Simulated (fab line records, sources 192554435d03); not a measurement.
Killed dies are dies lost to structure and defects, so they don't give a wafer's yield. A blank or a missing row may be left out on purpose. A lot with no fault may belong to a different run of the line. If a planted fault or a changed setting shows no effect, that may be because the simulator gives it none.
Split-lot experiment :: flow n5Finfet :: on a route of 1938 steps: 7 lots, 21 wafers read

## THE SPLIT
At N5_BEOL_M1_PECVD_72 (deposits SiO2 from TEOS/O2, target thk 16 nm, time 18 s), the setting timeS was moved away from the recipe's 18 s on 8 of the 21 wafers read, by -9.3% to +15.0%. The other wafers ran this setting at the recipe's value.

## FROM THE SPLIT TO THE READING: what the file shows between them, 7 steps
- N5_BEOL_M1_COAT_05: resist thk 30 nm (also split here: spinRpm)
- N5_BEOL_M1_EBR_07
- N5_BEOL_M1_SOFTBAKE_06: time 60 s
- N5_BEOL_M1_EXPOSE_08: exposes mask M1
- N5_BEOL_M1_PEB_09: peb time 60 s
- N5_BEOL_M1_DEVELOP_10: develop time 30 s
- N5_BEOL_M1_STRIP_97: strips in N2/H2, time 10 s

## THE READING
SiO2_of_BEOL_M1_PECVD_72.thkNm (the simulator's own value, which no gauge read), in nm, at N5_BEOL_M1_HM_STRIP_39 (strips TiN in peroxide tin strip, target depth 25 nm, time 158 s). The file does not state a usual value for it. The 13 wafers here that ran the recipe average 16.0 nm, standard deviation 0.36 nm.

wafer: L074.1
tool, chamber at the split: pecvd-03, 1
timeS as run, s: 17.01
against the recipe: -5.5%
SiO2_of_BEOL_M1_PECVD_72.thkNm, nm: 15.2
against lot-mates on the recipe: -1.0

wafer: L074.5
tool, chamber at the split: pecvd-03, 1,0
timeS as run, s: 18
against the recipe: recipe
SiO2_of_BEOL_M1_PECVD_72.thkNm, nm: 16.2
against lot-mates on the recipe: -

wafer: L074.6
tool, chamber at the split: pecvd-03, 1,0
timeS as run, s: 18
against the recipe: recipe
SiO2_of_BEOL_M1_PECVD_72.thkNm, nm: 16.2
against lot-mates on the recipe: -

wafer: L075.3
tool, chamber at the split: pecvd-04, 0
timeS as run, s: 20.7
against the recipe: +15.0%
SiO2_of_BEOL_M1_PECVD_72.thkNm, nm: 18.4
against lot-mates on the recipe: +2.0

wafer: L075.4
tool, chamber at the split: pecvd-04, 2
timeS as run, s: 20.7
against the recipe: +15.0%
SiO2_of_BEOL_M1_PECVD_72.thkNm, nm: 18.8
against lot-mates on the recipe: +2.4

wafer: L075.5
tool, chamber at the split: pecvd-04, 1
timeS as run, s: 18
against the recipe: recipe
SiO2_of_BEOL_M1_PECVD_72.thkNm, nm: 16.4
against lot-mates on the recipe: -

wafer: L080.1
tool, chamber at the split: pecvd-03, 0
timeS as run, s: 18
against the recipe: recipe
SiO2_of_BEOL_M1_PECVD_72.thkNm, nm: 15.8
against lot-mates on the recipe: -

wafer: L080.2
tool, chamber at the split: pecvd-03, 2
timeS as run, s: 18
against the recipe: recipe
SiO2_of_BEOL_M1_PECVD_72.thkNm, nm: 15.2
against lot-mates on the recipe: -

wafer: L080.3
tool, chamber at the split: pecvd-03, 1
timeS as run, s: 16.32
against the recipe: -9.3%
SiO2_of_BEOL_M1_PECVD_72.thkNm, nm: 14.4
against lot-mates on the recipe: -1.1

wafer: L084.2
tool, chamber at the split: pecvd-02, 0
timeS as run, s: 18
against the recipe: recipe
SiO2_of_BEOL_M1_PECVD_72.thkNm, nm: 16.2
against lot-mates on the recipe: -

wafer: L084.3
tool, chamber at the split: pecvd-02, 1
timeS as run, s: 18
against the recipe: recipe
SiO2_of_BEOL_M1_PECVD_72.thkNm, nm: 16
against lot-mates on the recipe: -

wafer: L084.5
tool, chamber at the split: pecvd-02, 1
timeS as run, s: 18
against the recipe: recipe
SiO2_of_BEOL_M1_PECVD_72.thkNm, nm: 16
against lot-mates on the recipe: -

wafer: L089.2
tool, chamber at the split: pecvd-02, 0
timeS as run, s: 19.53
against the recipe: +8.5%
SiO2_of_BEOL_M1_PECVD_72.thkNm, nm: 17
against lot-mates on the recipe: +0.7

wafer: L089.5
tool, chamber at the split: pecvd-02, 0
timeS as run, s: 18
against the recipe: recipe
SiO2_of_BEOL_M1_PECVD_72.thkNm, nm: 16.4
against lot-mates on the recipe: -

wafer: L089.6
tool, chamber at the split: pecvd-02, 2
timeS as run, s: 18
against the recipe: recipe
SiO2_of_BEOL_M1_PECVD_72.thkNm, nm: 16.2
against lot-mates on the recipe: -

wafer: L091.4
tool, chamber at the split: pecvd-03, 0
timeS as run, s: 20.47
against the recipe: +13.7%
SiO2_of_BEOL_M1_PECVD_72.thkNm, nm: 18.6
against lot-mates on the recipe: no lot-mate on the recipe

wafer: L091.5
tool, chamber at the split: pecvd-03, 0,1
timeS as run, s: 20.47
against the recipe: +13.7%
SiO2_of_BEOL_M1_PECVD_72.thkNm, nm: 18.4
against lot-mates on the recipe: no lot-mate on the recipe

wafer: L091.6
tool, chamber at the split: pecvd-03, 0,1
timeS as run, s: 20.47
against the recipe: +13.7%
SiO2_of_BEOL_M1_PECVD_72.thkNm, nm: 18.2
against lot-mates on the recipe: no lot-mate on the recipe

wafer: L095.3
tool, chamber at the split: pecvd-03, 0
timeS as run, s: 18
against the recipe: recipe
SiO2_of_BEOL_M1_PECVD_72.thkNm, nm: 15.4
against lot-mates on the recipe: -

wafer: L095.4
tool, chamber at the split: pecvd-03, 0,1
timeS as run, s: 18
against the recipe: recipe
SiO2_of_BEOL_M1_PECVD_72.thkNm, nm: 15.8
against lot-mates on the recipe: -

wafer: L095.5
tool, chamber at the split: pecvd-03, 0,1
timeS as run, s: 18
against the recipe: recipe
SiO2_of_BEOL_M1_PECVD_72.thkNm, nm: 15.6
against lot-mates on the recipe: -
Rows listing several chambers each stand for several wafers; the file does not say which wafer went through which chamber.

FIT RESULTS
A straight line over all 21 wafers: SiO2_of_BEOL_M1_PECVD_72.thkNm changes by +0.172 nm for each +1% of timeS; r = +0.97; the points scatter about the line by 0.33 nm.
The same after taking each lot's own level away (the mean of its wafers on the recipe; 18 wafers): +0.138 nm for each +1%; r = +0.97; scatter 0.21 nm.
On that fit, the largest move of timeS shifts the reading by 2.1 nm.
Measured against the standard deviation above, the lots' own levels, which go from 15.50 to 16.40 nm, span 2.5 times it.
So the lot-to-lot level changes the slope: the two fits differ.
Check: with one of the wafers moved furthest among these (+15.0%) left out of the fit, the line predicts +2.08 nm for it against its lot-mates. Against them it came out at +2 nm.

## ADDITIONAL SPLITS CARRIED BY THESE WAFERS
Note: prior to the reading, these wafers also went through further splits. Each is held against what the fit with the lots' levels taken away leaves over:
other split on the same wafers: N5_BEOL_M0_SAQP_PECVD_04 timeS
wafers away from the commonest value: 4
r with SiO2_of_BEOL_M1_PECVD_72.thkNm (lot level and that fit taken away): +0.19

other split on the same wafers: N5_BEOL_M0_CUTY_COAT_50 spinRpm
wafers away from the commonest value: 3
r with SiO2_of_BEOL_M1_PECVD_72.thkNm (lot level and that fit taken away): -0.13

other split on the same wafers: N5_BEOL_M1_COAT_05 spinRpm
wafers away from the commonest value: 8
r with SiO2_of_BEOL_M1_PECVD_72.thkNm (lot level and that fit taken away): +0.33

## THE WHOLE CHAIN: every reading that the file lists as answering this split, in the file's order
step: N5_BEOL_M1_PECVD_72
what it does: deposits SiO2 from TEOS/O2, target thk 16 nm, time 18 s
reading: SiO2_of_BEOL_M1_PECVD_72.thkNm (the simulator's own value, which no gauge read)
change (the file's fit): +0.138 nm for each +1% of the setting
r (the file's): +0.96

step: N5_BEOL_M1_HM_STRIP_39
what it does: strips TiN in peroxide tin strip, target depth 25 nm, time 158 s
reading: SiO2_of_BEOL_M1_PECVD_72.thkNm (the simulator's own value, which no gauge read)
change (the file's fit): +0.132 nm for each +1% of the setting
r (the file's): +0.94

## THE FILE'S OWN FIT
SiO2_of_BEOL_M1_PECVD_72.thkNm changes by +0.132 nm for each +1% of timeS, r = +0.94.
